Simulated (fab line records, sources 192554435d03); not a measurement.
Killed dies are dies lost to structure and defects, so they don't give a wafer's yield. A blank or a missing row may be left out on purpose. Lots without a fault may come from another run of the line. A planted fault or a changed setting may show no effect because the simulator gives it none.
Split-lot experiment | flow n5_finfet | 7 lots, 21 wafers read, on a route of 1938 steps

THE SPLIT
At N5_HKMG_FIN_EXPOSE_09 (exposes mask NWFM), the setting dose_mj was moved away from the recipe's 39.25 on 9 of the 21 wafers read, by -6.3% to +5.1%. The other wafers ran this setting at the recipe's value.

FROM THE SPLIT TO THE READING: what the file shows between them, 2 steps
- N5_HKMG_FIN_PEB_10: peb time 60 s
- N5_HKMG_FIN_DEVELOP_11: develop time 30 s

THE READING
cd_nm, in nm, at N5_HKMG_FIN_CD_MEAS_12 (target cd 92.8 nm). Fault-free wafers of this fab line usually give 92.5 nm, standard deviation 0.61 nm.

wafer  | tool, chamber at the split | dose_mj as run | against the recipe | cd_nm, nm | against lot-mates on the recipe
L074.2 | arfi_scanner-03, 0         | 41.25          | +5.1%              | 94.5      | +2.2
L074.5 | arfi_scanner-03, 0         | 41.25          | +5.1%              | 94.9      | +2.6
L074.6 | arfi_scanner-03, 0         | 39.25          | recipe             | 92.3      | -
L076.2 | arfi_scanner-01, 0         | 39.25          | recipe             | 92.2      | -
L076.3 | arfi_scanner-01, 0         | 39.25          | recipe             | 91.9      | -
L076.5 | arfi_scanner-01, 0         | 39.25          | recipe             | 91.6      | -
L078.1 | arfi_scanner-03, 0         | 39.25          | recipe             | 92.2      | -
L078.2 | arfi_scanner-03, 0         | 40.34          | +2.8%              | 95.0      | +2.8
L078.6 | arfi_scanner-03, 0         | 39.25          | recipe             | 92.2      | -
L085.4 | arfi_scanner-01, 0         | 36.76          | -6.3%              | 88.4      | -3.4
L085.5 | arfi_scanner-01, 0         | 39.25          | recipe             | 91.8      | -
L085.6 | arfi_scanner-01, 0         | 39.25          | recipe             | 91.8      | -
L089.3 | arfi_scanner-02, 0         | 40.05          | +2.0%              | 94.1      | no lot-mate on the recipe
L089.4 | arfi_scanner-02, 0         | 40.05          | +2.0%              | 94.6      | no lot-mate on the recipe
L089.5 | arfi_scanner-02, 0         | 40.05          | +2.0%              | 93.7      | no lot-mate on the recipe
L092.3 | arfi_scanner-01, 0         | 39.25          | recipe             | 93.0      | -
L092.4 | arfi_scanner-01, 0         | 39.25          | recipe             | 92.1      | -
L092.6 | arfi_scanner-01, 0         | 39.25          | recipe             | 92.2      | -
L094.1 | arfi_scanner-03, 0         | 38.35          | -2.3%              | 90.9      | -1.3
L094.2 | arfi_scanner-03, 0         | 39.25          | recipe             | 92.2      | -
L094.6 | arfi_scanner-03, 0         | 38.35          | -2.3%              | 91.6      | -0.6

THE FIT
A straight line over all 21 wafers: cd_nm changes by +0.592 nm for each +1% of dose_mj; r = +0.94; the points scatter about the line by 0.55 nm.
The same after taking each lot's own level away (the mean of its wafers on the recipe; 18 wafers): +0.526 nm for each +1%; r = +0.95; scatter 0.43 nm.
On that fit, the largest move of dose_mj shifts the reading by 3.3 nm.
The lots' own levels span 91.80 to 92.43 nm, that is 1.0 times the standard deviation above.
So the lot-to-lot level changes the slope: the two fits differ.
Check: with one of the wafers moved furthest among these (-6.3%) left out of the fit, the line predicts -3.16 nm for it against its lot-mates. It came out at -3.4 nm against them.

OTHER SPLITS ON THESE WAFERS
These wafers also went through other splits before the reading. Each is held against what the fit with the lots' levels taken away leaves over:
other split on the same wafers         | wafers away from the commonest value | r with cd_nm (lot level and that fit taken away)
N5_SD_EPI_P_PEB_07 peb_time_s          | 9                                    | -0.45
N5_SD_EPI_P_ETCHBACK_46 over_etch_frac | 9                                    | +0.18
N5_HKMG_FIN_ETCH_55 time_s             | 8                                    | +0.17

THE FILE'S OWN FIT
cd_nm changes by +0.547 nm for each +1% of dose_mj, r = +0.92.
